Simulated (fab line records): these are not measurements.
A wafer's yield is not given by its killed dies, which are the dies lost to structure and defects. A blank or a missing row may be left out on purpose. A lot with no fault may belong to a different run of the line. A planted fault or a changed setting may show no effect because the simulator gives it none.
One fault through the eyes of 2 desks -- flow n5Finfet -- every desk sees just its own numbers, and what lay behind them comes last

FOR THE TOOL OWNER'S DESK: aldMetal-03
The tool's own readings at N5_BEOL_M4_ALD_84 (deposits TaN, pulse time 2 s, purge time 3 s, co reactant purge time 2 s): means of the sampled wafers that have a number, for each lot that ran on this tool. A lot is out of limits, marked OUT, if its mean lies more than 4 standard deviations from the usual mean; the brackets give that distance.
Columns: A = heaterPowerOuterW at N5_BEOL_M4_ALD_84, usual 224 W; B = heaterPowerW at N5_BEOL_M4_ALD_84, usual 407 W; C = precursorVesselPressureTorr at N5_BEOL_M4_ALD_84, usual 26.25 Torr
lot,first seen here,A,B,C
L978,day 7 21:42,260,448,26.22
L990,day 11 10:30,284,481,26.25
L992,day 11 11:40,243,433,26.29
This desk found nothing out of limits on any of the 3 lots.

FROM THE METROLOGY DESK
Means of the sampled wafers that have a number, per lot and without regard to the tool the lot ran on: this is what the gauges read. A lot is out of limits, marked OUT, if its mean lies more than 4 standard deviations from the usual mean; the brackets give that distance.
Columns: A = trenchDepthNm at N5_BEOL_M4_OCD_MEAS_38, usual 56.2 nm; B = cdNm at N5_BEOL_M4_CD_MEAS_35, usual 17.8 nm; C = M4_THK at N5_BEOL_M4_THK_MEAS_53, usual 40.8 nm; D = M4_RS at N5_BEOL_M4_RS_MEAS_58, usual 0.66 ohm/sq
lot,first seen here,A,B,C,D
L978,day 7 20:56,56.4,17.6,40.5,0.66
L976,day 8 05:28,55.4,18.0,40.2,0.67
L980,day 9 04:16,55.2,17.3,40.1,0.67
L988,day 10 16:23,57.6,17.3,41.6,0.64
L990,day 11 10:05,56.1,18.3,41.5,0.65
L992,day 11 10:43,55.8,17.8,39.8,0.67
This desk found nothing out of limits on any of the 6 lots.

BROUGHT TOGETHER
The tool owner's desk saw nothing out of limits.
Metrology desk: nothing out of limits seen.

WHAT THE SIMULATOR HAD INSERTED
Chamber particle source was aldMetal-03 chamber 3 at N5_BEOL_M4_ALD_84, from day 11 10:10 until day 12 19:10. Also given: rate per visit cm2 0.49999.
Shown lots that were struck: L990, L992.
